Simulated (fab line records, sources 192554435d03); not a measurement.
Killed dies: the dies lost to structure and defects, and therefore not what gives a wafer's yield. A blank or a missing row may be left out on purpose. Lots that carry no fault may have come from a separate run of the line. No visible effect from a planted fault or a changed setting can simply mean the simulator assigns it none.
A lot that was struck, set against a sound lot -- flow n5Finfet -- 13 out of 1938 route steps
Sound: the wafers L498.2, L498.3, L498.6. Struck: wafer L503.1. (L503.6 of the same lot was not struck and is left out.) The cause comes at the end.
Order at every step that has rows: each side's tool, ch and its chambers, its first start. Under that, the readings that differ: sound wafers -- struck wafers -- difference of the means -- sigmas: that difference in standard deviations of wafers without a fault.
alike: readings with means less than 2 such deviations apart, plus words and numbers identical on both sides. not compared: withheld readings, readings lacking a value on some wafer, bounds such as >300 that could conceal the same value, and numbers that have no deviation in the record and whose values overlap.
Wherever a step has rows on one side only, a row that says differs or no value, or a row with sigmas, the two part there. Numbers that don't overlap but have no deviation are shown without sigmas and don't part them. A reading missing from all wafers of one side parts the sides only when that side holds two or more wafers.

N5_HKMG_FIN_CMP_94: polishes, stops on SiNx, t overpolish 4.7 s, target thk 43.299 nm.
  sound on cmp-03 ch 0,2, day 5 11:49; struck on cmp-01 ch 2, day 6 21:08
  alike: motorCurrentA, retainingRingPressureFrac
N5_HKMG_FIN_INSPECT_28: inspects for defects (darkfield).
  sound: defectInspect-01 at day 5 12:04; struck: defectInspect-01 at day 6 21:19
  alike: rawDefectCount
then, 1 step without rows for these wafers: N5_GATE_CUT_ETCHBACK_00 (etches W in SF6/Cl2).
N5_GATE_CUT_ETCH_56: etches TiN in Cl2/Ar, target depth 21.6 nm.
  sound on rieMetal-02 ch 0,1, day 5 12:13; struck on rieMetal-02 ch 0, day 6 21:28
  alike: drypumpMotorCurrentA, heBacksideLeakSccm, oesProductAu, throttleValvePct
  not compared: rfHoursCounterH
then, 1 step without rows for these wafers: N5_GATE_CUT_ETCHBACK_30 (etches TiN in Cl2/Ar, target depth 3 nm).
N5_GATE_CUT_VAPOR_ETCH_60: etches HfO2 in BCl3/Cl2.
  sound on rieMetal-02 ch 0,1, day 5 12:20; struck on rieMetal-02 ch 0, day 6 21:35
  alike: drypumpMotorCurrentA, heBacksideLeakSccm, oesProductAu
N5_GATE_CUT_ETCH_58: etches SiNx in CH3F/O2, target depth 17 nm, time 128.6 s.
  sound on rieDiel-04 ch 2,3, day 5 12:37; struck on rieDiel-01 ch 2, day 6 21:40
  alike: drypumpMotorCurrentA, oesProductAu, rfVppV, showerheadPlenumPTorr, throttleValvePct
  not compared: rfHoursCounterH
then, 3 steps without rows for these wafers: N5_GATE_CUT_STRIP_59 (strips in N2/H2, time 20 s); N5_GATE_CUT_PRECLEAN_31 (cleans in DIW, time 300 s); N5_GATE_CUT_SRD_32 (time 30 s).
N5_GATE_CUT_SAC_CAP_01: material SiNx, target thk 24 nm, pulse time 1 s, ald cycles 480.
  sound on aldSin-01 ch 0,2, day 5 12:56; struck on aldSin-03 ch 3, day 6 21:59
  alike: heaterPowerW, precursorPulseHeightRel
N5_GATE_CUT_PECVD_57: deposits SiNx from SiH4/NH3/N2, target thk 21 nm.
  sound on pecvd-04 ch 0,2, day 5 15:08; struck on pecvd-04 ch 0, day 7 00:11
reading,sound,struck,difference,sigmas
model.SiNx_of_GATE_CUT_PECVD_57.thkNm (nm),20.8 20.4 20.8,34,+13,
  alike: heaterPowerW, showerheadPlenumPTorr, throttleValvePct
N5_GATE_CUT_CMP_02: polishes, stops on SiO2, t overpolish 12.7 s, target thk 0 nm.
  sound on cmp-04 ch 0,2, day 5 15:14; struck on cmp-01 ch 3, day 7 00:15
reading,sound,struck,difference,sigmas
timeToEndpointS (s),23.3 23.4 24.0,44.9,+21.3,+8
  alike: motorCurrentA, retainingRingPressureFrac

== WHERE THEY PART ==
N5_GATE_CUT_CMP_02 only, going by this record.

WHY: the cause the simulator had injected
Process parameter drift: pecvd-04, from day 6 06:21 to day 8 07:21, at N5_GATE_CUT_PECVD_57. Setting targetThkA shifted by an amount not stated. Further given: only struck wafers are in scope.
